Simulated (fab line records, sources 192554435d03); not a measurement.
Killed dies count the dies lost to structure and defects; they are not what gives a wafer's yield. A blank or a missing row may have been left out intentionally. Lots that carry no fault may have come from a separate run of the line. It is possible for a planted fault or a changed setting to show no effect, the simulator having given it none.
Which of the tools did it?	flow n5Finfet	9 lots with 25 wafers sampled at 5 steps, on a route of 1938 steps

WHAT THE GAUGES SHOWED, per wafer
N5_BEOL_M4_RC_MEAS_101.
lot	measured	on	VT_N_LONG (mV)
L612	day 8 07:31	prober-01	278.5 274.7 277.9
L614	day 8 12:54	prober-02	274.6 274.6 274.4
L615	day 9 09:04	prober-02	273.3 274.7 274.0
L619	day 10 12:10	prober-01	316.9 318.2
L622	day 11 06:03	prober-01	271.4 275.0
L626	day 11 19:40	prober-01	273.4 273.1 272.4
L632	day 13 12:44	prober-01	270.0 270.6 275.5
L634	day 13 22:20	prober-02	272.0 273.8 272.3
L628	day 14 08:28	prober-01	275.0 272.6 273.1

WHICH TOOL RAN EACH LOT (tool, then ch and the chambers of the sampled wafers, then the start)
lot	N5_HKMG_FIN_DESCUM_17	N5_HKMG_FIN_ALD_91	N5_HKMG_FIN_NWFM_ALD_20	N5_HKMG_FIN_ALD_21
L612	rieDiel-01 ch 0,1,3, day 4 09:35	aldMetal-03 ch 1,2,3, day 4 10:55	aldMetal-01 ch 0,1,2, day 4 11:54	aldMetal-03 ch 0,3, day 4 13:05
L614	rieDiel-02 ch 1,2,3, day 4 21:40	aldMetal-04 ch 2,3, day 4 22:39	aldMetal-01 ch 0,1,3, day 4 23:40	aldMetal-01 ch 0,1, day 5 00:51
L615	rieDiel-01 ch 0,2,3, day 5 03:33	aldMetal-04 ch 0,1, day 5 04:32	aldMetal-04 ch 1,2,3, day 5 05:32	aldMetal-01 ch 0,1,2, day 5 06:57
L619	rieDiel-04 ch 2,3, day 6 03:58	aldMetal-04 ch 1,3, day 6 04:57	aldMetal-01 ch 1,2, day 6 05:55	aldMetal-01 ch 1,3, day 6 07:11
L622	rieDiel-02 ch 0,3, day 7 02:24	aldMetal-04 ch 1,3, day 7 03:23	aldMetal-01 ch 1,2, day 7 04:23	aldMetal-01 ch 1,3, day 7 05:41
L626	rieDiel-02 ch 1,3, day 7 21:55	aldMetal-03 ch 0,1,2, day 7 22:55	aldMetal-04 ch 0,1,3, day 7 23:53	aldMetal-04 ch 1,2,3, day 8 01:11
L632	rieDiel-01 ch 1,3, day 9 09:17	aldMetal-01 ch 0,2, day 9 10:16	aldMetal-04 ch 0,1,2, day 9 11:15	aldMetal-03 ch 0,1, day 9 12:26
L634	rieDiel-04 ch 1,2, day 9 22:04	aldMetal-04 ch 0,1,2, day 9 23:03	aldMetal-04 ch 0,3, day 10 00:08	aldMetal-01 ch 1,2, day 10 01:23
L628	rieDiel-01 ch 0,2, day 10 00:19	aldMetal-03 ch 0,1,3, day 10 01:18	aldMetal-03 ch 0,1,2, day 10 02:18	aldMetal-04 ch 1,3, day 10 03:29
- N5_HKMG_FIN_DESCUM_17: chemistry O2, time 7.9 s.
- N5_HKMG_FIN_ALD_91: deposits TiN, target thk 1 nm, pulse time 1 s, purge time 3 s.
- N5_HKMG_FIN_NWFM_ALD_20: deposits TiAlC, target thk 2 nm, pulse time 3 s, purge time 2 s.
- N5_HKMG_FIN_ALD_21: deposits TiN, target thk 1.5 nm, pulse time 1 s, purge time 3 s.

THE ANSWER, worked out from the rows above alone
Rule: the lots themselves supply what counts as usual. The widest of any qualifying gaps counts: lots, ordered by their means at a reading, are off when they make up no more than a third of the lots, leave a main group of 4 or more, and stand apart from it by 3 or more times the standard deviation of that group's means. A main group whose means are all the same, to the digits that the tables above print for the reading, isn't used. Also off: a lot with no number at a reading for which 4 or more lots have one. The other lots that the step has rows for count as sound.
Off: L619, seen at N5_BEOL_M4_RC_MEAS_101 (VT_N_LONG). The main group: mean 273.8 mV, standard deviation 1.4.
A tool fits if, at a process step before that reading, it ran every lot that is off, and no sound lot after the first of them. Those tools and the gauges at N5_BEOL_M4_RC_MEAS_101 are tried in the same way. Not one of the candidates tried fits.

WHAT WAS PUT IN BY THE SIMULATOR
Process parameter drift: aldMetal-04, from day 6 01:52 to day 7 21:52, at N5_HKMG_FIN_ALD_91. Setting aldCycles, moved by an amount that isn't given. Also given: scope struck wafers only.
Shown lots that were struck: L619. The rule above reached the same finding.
